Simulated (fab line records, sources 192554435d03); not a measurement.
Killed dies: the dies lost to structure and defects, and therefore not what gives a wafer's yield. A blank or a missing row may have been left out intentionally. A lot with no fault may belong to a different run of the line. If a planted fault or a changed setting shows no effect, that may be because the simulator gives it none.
Matching of chambers :: flow n5-finfet :: N5_BEOL_M1_ETCHBACK_99 on rie-diel-04: 4 sister chambers
The step etches SiO2 in CHF3, target depth 5 nm, time 10.4 s. 16 wafers are shown with their chamber, then 8 later ones without.

## EACH WAFER AND ITS CHAMBER
wafer: L080.3
chamber: 1
showerhead-plenum-p-Torr (Torr): 2.24
drypump-motor-current-A (A): 6.1
throttle-valve-pct (%): 16.94

wafer: L080.5
chamber: 2
showerhead-plenum-p-Torr (Torr): 2.12
drypump-motor-current-A (A): 5.7
throttle-valve-pct (%): 17.33

wafer: L080.6
chamber: 1
showerhead-plenum-p-Torr (Torr): 2.24
drypump-motor-current-A (A): 6.1
throttle-valve-pct (%): 16.95

wafer: L083.1
chamber: 2
showerhead-plenum-p-Torr (Torr): 2.12
drypump-motor-current-A (A): 5.7
throttle-valve-pct (%): 17.32

wafer: L083.2
chamber: 0
showerhead-plenum-p-Torr (Torr): 2.13
drypump-motor-current-A (A): 5.6
throttle-valve-pct (%): 17.39

wafer: L083.3
chamber: 3
showerhead-plenum-p-Torr (Torr): 2.12
drypump-motor-current-A (A): 5.8
throttle-valve-pct (%): 17.26

wafer: L086.2
chamber: 3
showerhead-plenum-p-Torr (Torr): 2.12
drypump-motor-current-A (A): 5.9
throttle-valve-pct (%): 17.28

wafer: L086.3
chamber: 2
showerhead-plenum-p-Torr (Torr): 2.12
drypump-motor-current-A (A): 5.7
throttle-valve-pct (%): 16.90

wafer: L086.6
chamber: 0
showerhead-plenum-p-Torr (Torr): 2.13
drypump-motor-current-A (A): 5.6
throttle-valve-pct (%): 17.41

wafer: L089.1
chamber: 3
showerhead-plenum-p-Torr (Torr): 2.12
drypump-motor-current-A (A): 5.9
throttle-valve-pct (%): 17.29

wafer: L089.5
chamber: 3
showerhead-plenum-p-Torr (Torr): 2.12
drypump-motor-current-A (A): 5.8
throttle-valve-pct (%): 17.28

wafer: L089.6
chamber: 0
showerhead-plenum-p-Torr (Torr): 2.13
drypump-motor-current-A (A): 5.6
throttle-valve-pct (%): 17.42

wafer: L091.2
chamber: 3
showerhead-plenum-p-Torr (Torr): 2.12
drypump-motor-current-A (A): 5.8
throttle-valve-pct (%): 17.28

wafer: L091.5
chamber: 2
showerhead-plenum-p-Torr (Torr): 2.12
drypump-motor-current-A (A): 5.7
throttle-valve-pct (%): 16.91

wafer: L091.6
chamber: 1
showerhead-plenum-p-Torr (Torr): 2.23
drypump-motor-current-A (A): 6.1
throttle-valve-pct (%): 16.98

wafer: L094.1
chamber: 1
showerhead-plenum-p-Torr (Torr): 2.23
drypump-motor-current-A (A): 6.1
throttle-valve-pct (%): 16.99

SIGNATURES, as means of the wafers listed above
reading: showerhead-plenum-p-Torr
chamber 0: 2.1300
chamber 1: 2.2350
chamber 2: 2.1200
chamber 3: 2.1200
scatter within a chamber: 0.00289

reading: drypump-motor-current-A
chamber 0: 5.600
chamber 1: 6.100
chamber 2: 5.700
chamber 3: 5.840
scatter within a chamber: 0.0316

reading: throttle-valve-pct
chamber 0: 17.4067
chamber 1: 16.9650
chamber 2: 17.1150
chamber 3: 17.2780
scatter within a chamber: 0.122
Rule: for each reading, subtract the chamber's mean from the wafer's reading, divide by that reading's scatter and square the result; add these up over the readings and take the root, which gives the wafer's distance from the chamber. If the next closest chamber is less than 2 further off than the closest, the wafer can't be placed; otherwise it belongs to the closest. The scatter: the root of (the sum of the squares of (reading less its chamber's mean) over the shown wafers, divided by (wafers less chambers)).

## WAFERS WITHOUT THEIR CHAMBER
wafer: L094.5
showerhead-plenum-p-Torr (Torr): 2.23
drypump-motor-current-A (A): 6.1
throttle-valve-pct (%): 17.01

wafer: L094.6
showerhead-plenum-p-Torr (Torr): 2.12
drypump-motor-current-A (A): 5.6
throttle-valve-pct (%): 17.42

wafer: L095.3
showerhead-plenum-p-Torr (Torr): 2.23
drypump-motor-current-A (A): 6.1
throttle-valve-pct (%): 17.01

wafer: L095.4
showerhead-plenum-p-Torr (Torr): 2.12
drypump-motor-current-A (A): 5.8
throttle-valve-pct (%): 17.30

wafer: L095.6
showerhead-plenum-p-Torr (Torr): 2.12
drypump-motor-current-A (A): 5.6
throttle-valve-pct (%): 17.43

wafer: L097.1
showerhead-plenum-p-Torr (Torr): 2.12
drypump-motor-current-A (A): 5.6
throttle-valve-pct (%): 17.46

wafer: L097.3
showerhead-plenum-p-Torr (Torr): 2.11
drypump-motor-current-A (A): 5.7
throttle-valve-pct (%): 16.94

wafer: L097.5
showerhead-plenum-p-Torr (Torr): 2.12
drypump-motor-current-A (A): 5.8
throttle-valve-pct (%): 17.30

## EACH ONE'S CHAMBER
wafer: L094.5
from the rows above: 1
in truth: 1

wafer: L094.6
from the rows above: can't be placed: 0 or 2
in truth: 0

wafer: L095.3
from the rows above: 1
in truth: 1

wafer: L095.4
from the rows above: 3
in truth: 3

wafer: L095.6
from the rows above: can't be placed: 0 or 2
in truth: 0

wafer: L097.1
from the rows above: can't be placed: 0 or 2
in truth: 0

wafer: L097.3
from the rows above: 2
in truth: 2

wafer: L097.5
from the rows above: 3
in truth: 3
Placed correctly: 5 of 8. Not placeable from these rows: 3 (in 3, the candidates include the true chamber). Wrongly placed: 0.
